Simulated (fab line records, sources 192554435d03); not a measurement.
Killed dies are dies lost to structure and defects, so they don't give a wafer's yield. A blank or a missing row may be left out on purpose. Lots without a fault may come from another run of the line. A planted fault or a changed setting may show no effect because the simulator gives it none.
One fault seen from 2 desks | flow n5_finfet | each desk has only its own numbers; what lay behind them comes last

THE TOOL OWNER'S DESK: pecvd-04
The tool's own readings at N5_BEOL_M15_ILD_DEP_00 (deposits SiO2 from TEOS/O2, target thk 1629.3 nm, time 346.1 s): means of the sampled wafers that have a number, for each lot that ran on this tool. A lot is out of limits, marked OUT, if its mean lies more than 4 standard deviations from the usual mean; the brackets give that distance.
Columns: A = heater_power_w at N5_BEOL_M15_ILD_DEP_00, usual 538 W; B = showerhead_plenum_p_Torr at N5_BEOL_M15_ILD_DEP_00, usual 8.338 Torr; C = showerhead_vpp_V at N5_BEOL_M15_ILD_DEP_00, usual 1835 V; D = throttle_valve_pct at N5_BEOL_M15_ILD_DEP_00, usual 18.6 %
lot  | first seen here | A   | B     | C    | D
L448 | day 11 18:20    | 625 | 8.334 | 2003 | 18.2
L453 | day 14 01:11    | 568 | 8.320 | 2060 | 17.6
L459 | day 15 02:56    | 590 | 8.350 | 2041 | 17.7
L465 | day 16 13:20    | 530 | 8.310 | 1922 | 17.9
L466 | day 17 15:38    | 578 | 8.349 | 2010 | 18.2
This desk's finding: nothing out of limits on any of the 5 lots.

THE METROLOGY DESK
What the gauges read, lot by lot, whatever tool the lot ran on: means of the sampled wafers that have a number. A lot is out of limits, marked OUT, if its mean lies more than 4 standard deviations from the usual mean; the brackets give that distance. Of its 13 readings 7 are shown: the one that was out of limits first, and those that lie furthest out on some lot.
Columns: A = DIBL_P at N5_BEOL_M4_RC_MEAS_101, usual 35.9 mV/V; B = IOFF_N at N5_BEOL_M4_RC_MEAS_101, usual 0.151 nA/um; C = IOFF_P at N5_BEOL_M4_RC_MEAS_101, usual 0.21 nA/um; D = SS_P at N5_BEOL_M4_RC_MEAS_101, usual 73.2 mV/dec; E = VT_N at N5_BEOL_M4_RC_MEAS_101, usual 250 mV; F = VT_P at N5_BEOL_M4_RC_MEAS_101, usual -250 mV; G = M15_ILD_THK at N5_BEOL_M15_THK_MEAS_01, usual 1631 nm
lot  | first seen here | A    | B     | C    | D    | E   | F    | G
L447 | day 7 22:12     | 36.8 | 0.184 | 0.27 | 74.2 | 247 | -244 | 1639
L448 | day 8 10:10     | 38.0 | 0.174 | 0.23 | 73.5 | 249 | -251 | 1611
L450 | day 9 03:32     | 37.3 | 0.179 | 0.27 | 74.0 | 247 | -244 | 1642
L449 | day 9 03:51     | 33.5 | 0.126 | 0.17 | 72.8 | 251 | -252 | 1622
L453 | day 10 00:13    | 35.7 | 0.122 | 0.18 | 72.8 | 253 | -252 | 1623
L454 | day 10 00:21    | 38.5 | 0.183 | 0.24 | 73.7 | 248 | -248 | 1619
L459 | day 11 04:52    | 36.2 | 0.156 | 0.22 | 73.2 | 248 | -246 | 1613
L465 | day 12 21:56    | 34.1 | 0.142 | 0.16 | 73.1 | 254 | -254 | 1337 (-11) OUT
L468 | day 13 16:53    | 36.3 | 0.154 | 0.22 | 73.3 | 250 | -248 | 1602
L466 | day 14 04:58    | 39.8 | 0.217 | 0.27 | 74.4 | 245 | -247 | 1331 (-11) OUT
This desk's finding: out of limits on L465, L466; first on L465, day 16 13:35 (M15_ILD_THK at N5_BEOL_M15_THK_MEAS_01). In limits: L447, L448, L450, L449, L453, L454, L459, L468.

PUT TOGETHER
The metrology desk could have raised an alarm at day 16 13:35, on L465, L466.
The tool owner's desk saw nothing out of limits.
The tool owner's desk has L465, L466 on record, within its limits.
Of the lots named, all ran N5_BEOL_M15_ILD_DEP_00 on pecvd-04.

WHAT THE SIMULATOR HAD PUT IN
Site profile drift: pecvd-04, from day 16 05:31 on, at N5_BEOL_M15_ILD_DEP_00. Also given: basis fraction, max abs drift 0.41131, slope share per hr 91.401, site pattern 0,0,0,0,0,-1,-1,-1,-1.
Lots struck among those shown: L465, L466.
Hours from the fault's start to each desk's first reading out of limits: the metrology desk, 8.
